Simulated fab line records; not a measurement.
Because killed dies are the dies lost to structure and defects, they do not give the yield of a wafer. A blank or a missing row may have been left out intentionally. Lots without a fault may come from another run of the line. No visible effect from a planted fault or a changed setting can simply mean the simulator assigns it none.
Chamber matching | flow nand-harc | 4 sister chambers for NHARC_A_SLIT_ETCH_24 on rie-diel-06
The step etches the open film in CF4/CHF3, target depth 121 nm, time 60.5 s. 42 wafers are shown with their chamber, then 12 later ones without.

== WAFERS WITH THEIR CHAMBER ==
wafer  | chamber | showerhead-plenum-p-Torr (Torr) | drypump-motor-current-A (A) | rf-vpp-V (V)
L075.1 | 2       | 1.49                            | 6.1                         | 367.9
L075.2 | 1       | 1.62                            | 6.2                         | 371.4
L075.3 | 3       | 1.52                            | 5.9                         | 367.6
L075.4 | 0       | 1.54                            | 5.3                         | 368.6
L075.5 | 3       | 1.52                            | 5.9                         | 368.0
L075.6 | 2       | 1.48                            | 6.1                         | 367.3
L076.2 | 2       | 1.48                            | 6.1                         | 367.1
L076.4 | 1       | 1.62                            | 6.2                         | 370.2
L076.6 | 2       | 1.49                            | 6.1                         | 365.4
L076.1 | 0       | 1.54                            | 5.3                         | 370.6
L076.3 | 3       | 1.52                            | 5.9                         | 369.7
L076.5 | 3       | 1.52                            | 5.9                         | 367.8
L077.1 | 2       | 1.48                            | 6.1                         | 368.8
L077.3 | 1       | 1.62                            | 6.2                         | 372.1
L077.6 | 0       | 1.54                            | 5.3                         | 369.4
L081.2 | 1       | 1.62                            | 6.3                         | 372.1
L081.3 | 3       | 1.52                            | 5.8                         | 368.0
L081.5 | 3       | 1.52                            | 5.9                         | 368.9
L082.1 | 0       | 1.54                            | 5.3                         | 369.7
L082.3 | 1       | 1.62                            | 6.3                         | 372.8
L082.4 | 0       | 1.54                            | 5.3                         | 370.1
L082.2 | 3       | 1.52                            | 5.9                         | 367.3
L082.5 | 1       | 1.62                            | 6.3                         | 372.6
L082.6 | 3       | 1.52                            | 5.9                         | 368.8
L084.4 | 2       | 1.48                            | 6.1                         | 367.8
L084.5 | 2       | 1.48                            | 6.1                         | 367.7
L084.6 | 3       | 1.52                            | 5.9                         | 368.6
L085.2 | 0       | 1.54                            | 5.3                         | 370.2
L085.3 | 1       | 1.61                            | 6.3                         | 372.3
L085.5 | 3       | 1.52                            | 5.9                         | 368.3
L086.1 | 1       | 1.61                            | 6.3                         | 371.7
L086.2 | 0       | 1.54                            | 5.3                         | 369.9
L086.6 | 0       | 1.54                            | 5.3                         | 369.5
L091.1 | 3       | 1.52                            | 5.9                         | 368.6
L091.3 | 1       | 1.61                            | 6.2                         | 371.8
L091.5 | 0       | 1.54                            | 5.3                         | 371.5
L090.1 | 0       | 1.54                            | 5.3                         | 370.2
L090.5 | 2       | 1.48                            | 6.1                         | 367.4
L090.6 | 3       | 1.52                            | 5.9                         | 369.5
L088.1 | 0       | 1.54                            | 5.3                         | 368.8
L088.2 | 3       | 1.52                            | 5.9                         | 368.2
L088.3 | 2       | 1.48                            | 6.1                         | 367.5

SIGNATURES (averages over the wafers above)
reading                  | chamber 0 | chamber 1 | chamber 2 | chamber 3 | scatter within a chamber
showerhead-plenum-p-Torr | 1.5400    | 1.6167    | 1.4822    | 1.5200    | 0.00306
drypump-motor-current-A  | 5.300     | 6.256     | 6.100     | 5.892     | 0.0288
rf-vpp-V                 | 369.864   | 371.889   | 367.433   | 368.408   | 0.792
Rule: for a wafer and a chamber, the distance is found by dividing, reading by reading, the gap between the wafer's reading and the chamber's mean by the reading's scatter, squaring, summing and taking the root. The wafer belongs to the nearest chamber; if the next one is less than 2 further off, it can't be placed. How the scatter is found: for the shown wafers, subtract from each reading the mean of its chamber, square and add these, divide the total by (wafers less chambers), then take the root.

== WAFERS WITHOUT THEIR CHAMBER ==
wafer  | showerhead-plenum-p-Torr (Torr) | drypump-motor-current-A (A) | rf-vpp-V (V)
L093.1 | 1.48                            | 6.1                         | 365.9
L093.3 | 1.61                            | 6.2                         | 372.6
L093.4 | 1.54                            | 5.3                         | 369.1
L096.1 | 1.48                            | 6.1                         | 366.8
L096.4 | 1.51                            | 5.8                         | 367.3
L096.5 | 1.54                            | 5.3                         | 368.9
L097.4 | 1.51                            | 5.9                         | 368.3
L097.5 | 1.51                            | 5.9                         | 370.0
L097.6 | 1.54                            | 5.3                         | 368.8
L097.1 | 1.54                            | 5.3                         | 368.7
L097.2 | 1.61                            | 6.3                         | 372.3
L097.3 | 1.48                            | 6.1                         | 367.5

== CHAMBER TAKEN BY EACH ==
wafer  | from the rows above | in truth
L093.1 | 2                   | 2
L093.3 | 1                   | 1
L093.4 | 0                   | 0
L096.1 | 2                   | 2
L096.4 | 3                   | 3
L096.5 | 0                   | 0
L097.4 | 3                   | 3
L097.5 | 3                   | 3
L097.6 | 0                   | 0
L097.1 | 0                   | 0
L097.2 | 1                   | 1
L097.3 | 2                   | 2
12 of 12 placed correctly. Can't be placed from these rows: 0. Number placed wrongly: 0.
